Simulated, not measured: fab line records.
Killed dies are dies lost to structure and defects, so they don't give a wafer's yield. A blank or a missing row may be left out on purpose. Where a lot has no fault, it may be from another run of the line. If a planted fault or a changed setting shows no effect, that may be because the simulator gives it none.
A lot that was struck, set against a sound lot ; flow nand harc ; 42 steps out of a route of 1302
Sound: the wafers L109.3, L109.4, L109.6. Struck: wafers L116.2, L116.4, L116.6. At the end, the cause is stated.
At each step with rows: each side's tool, then ch and its chambers, then its first start. Under that, the readings that differ: sound wafers ; struck wafers ; difference of the means ; sigmas: that difference in standard deviations of wafers without a fault.
alike: readings whose means differ by less than 2 such deviations, and words and numbers that are the same on both sides. not compared: withheld readings, readings that some wafer has no value for, bounds like >300 that may hide the same value, and numbers for which the record gives no deviation and whose values overlap.
Wherever a step has rows on one side only, a row that says differs or no value, or a row with sigmas, the two part there. Numbers that don't overlap but have no deviation are shown without sigmas and don't part them. A reading missing from all wafers of one side parts the sides only when that side holds two or more wafers.

first, 12 steps without rows for these wafers: NHARC_P_GATE_STRIP_101 (strips in O2, time 20 s); NHARC_P_GATE_PRECLEAN_97 (cleans in SPM, time 600 s); NHARC_P_GATE_SRD_98; NHARC_P_GATE_PRECLEAN_99 (cleans in SC1); NHARC_P_GATE_SRD_100; NHARC_P_GATE_DEHYDRATE_38 (time 120 s); NHARC_P_GATE_HMDS_39 (time 30 s); NHARC_P_GATE_COAT_40; NHARC_P_GATE_SOFTBAKE_41 (time 95 s); NHARC_P_GATE_EBR_42; NHARC_P_GATE_EXPOSE_43 (exposes mask P NSD, target cd 720 nm); NHARC_P_GATE_PEB_44 (peb time 85 s).
NHARC_P_GATE_DEVELOP_45: time 70 s.
  sound on litho track-07 ch 0, day 8 09:00; struck on litho track-02 ch 0, day 11 05:00
  alike: resist line temp C
then, 1 step without rows for these wafers: NHARC_P_GATE_HARDBAKE_47 (time 80 s).
NHARC_P_GATE_DESCUM_48: chemistry O2, time 3 s.
  sound on rie diel-09 ch 0,1,2, day 8 09:34; struck on rie diel-03 ch 0,2,3, day 11 05:44
reading;sound;struck;difference;sigmas
model.P_GATE.cd nm (nm);720.2 721.1 722.6;117 120.5 121.7;-602;
  alike: chamber pressure mTorr, drypump motor current A, oes product au, rf vpp V, showerhead plenum p Torr, throttle valve pct
  not compared: rf hours counter h
following that, these wafers have no rows for 1 step: NHARC_P_GATE_IMPLANT_49.
NHARC_P_GATE_STRIP_111: strips in N2/H2, time 250 s.
  sound on plasma asher-01 ch 0,1, day 8 10:01; struck on plasma asher-01 ch 0,1, day 11 06:10
  alike: drypump motor current A, heater power w
  not compared: rf hours counter h
NHARC_P_GATE_STRIP_75: strips in O2.
  sound on plasma asher-01 ch 0,1, day 8 10:14; struck on plasma asher-01 ch 0,1, day 11 06:28
  alike: drypump motor current A, heater power w
  not compared: rf hours counter h
then, 10 steps without rows for these wafers: NHARC_P_GATE_STRIP_50 (strips in SPM, time 900 s); NHARC_P_GATE_DEHYDRATE_51 (time 120 s); NHARC_P_GATE_HMDS_52 (time 30 s); NHARC_P_GATE_COAT_53; NHARC_P_GATE_SOFTBAKE_54 (time 95 s); NHARC_P_GATE_EBR_55; NHARC_P_GATE_EXPOSE_56 (exposes mask P PSD, target cd 720 nm); NHARC_P_GATE_PEB_57 (peb time 85 s); NHARC_P_GATE_DEVELOP_58 (time 70 s); NHARC_P_GATE_HARDBAKE_60 (time 80 s).
NHARC_P_GATE_DESCUM_61: chemistry O2, time 3 s.
  sound on rie diel-09 ch 0,1,3, day 8 11:20; struck on rie diel-03 ch 0,1,3, day 11 07:28
  alike: chamber pressure mTorr, drypump motor current A, oes product au, rf vpp V, showerhead plenum p Torr, throttle valve pct
  not compared: rf hours counter h
following that, these wafers have no rows for 1 step: NHARC_P_GATE_IMPLANT_62.
NHARC_P_GATE_STRIP_112: strips in N2/H2, time 200 s.
  sound on plasma asher-01 ch 0,1, day 8 11:46; struck on plasma asher-02 ch 0,1, day 11 07:48
  alike: drypump motor current A, heater power w
  not compared: rf hours counter h
NHARC_P_GATE_STRIP_76: strips in O2.
  sound on plasma asher-01 ch 0,1, day 8 11:58; struck on plasma asher-02 ch 0,1, day 11 08:04
  alike: drypump motor current A, heater power w
  not compared: rf hours counter h
then, 8 steps without rows for these wafers: NHARC_P_GATE_STRIP_63 (strips in SPM, time 900 s); NHARC_P_GATE_DEHYDRATE_83 (time 120 s); NHARC_P_GATE_HMDS_84 (time 30 s); NHARC_P_GATE_COAT_85; NHARC_P_GATE_SOFTBAKE_86 (time 95 s); NHARC_P_GATE_EBR_87; NHARC_P_GATE_EXPOSE_88 (exposes mask P HVN, target cd 2000 nm); NHARC_P_GATE_PEB_89 (peb time 85 s).
NHARC_P_GATE_DESCUM_93: chemistry O2, time 3 s.
  sound on rie diel-03 ch 0,1, day 8 12:55; struck on rie diel-03 ch 0,1, day 11 09:09
reading;sound;struck;difference;sigmas
model.P_GATE.cd nm (nm);1999 2002 2002;117 120.5 121.7;-1881;
  alike: chamber pressure mTorr, drypump motor current A, oes product au, rf vpp V, showerhead plenum p Torr, throttle valve pct
  not compared: rf hours counter h
-- record jumps: 19 days between struck wafers' starts before vs after; left off in module P_GATE, resumes in module END, first step shown is number 1302 of the route --
NHARC_END_SORT_01:
  at this point the record logs the struck wafers (prober-01 ch 0, day 30 10:40) and has no rows for the sound ones

## WHERE THEY PART
Only at NHARC_END_SORT_01, within this record.

WHY: whatever the simulator had introduced
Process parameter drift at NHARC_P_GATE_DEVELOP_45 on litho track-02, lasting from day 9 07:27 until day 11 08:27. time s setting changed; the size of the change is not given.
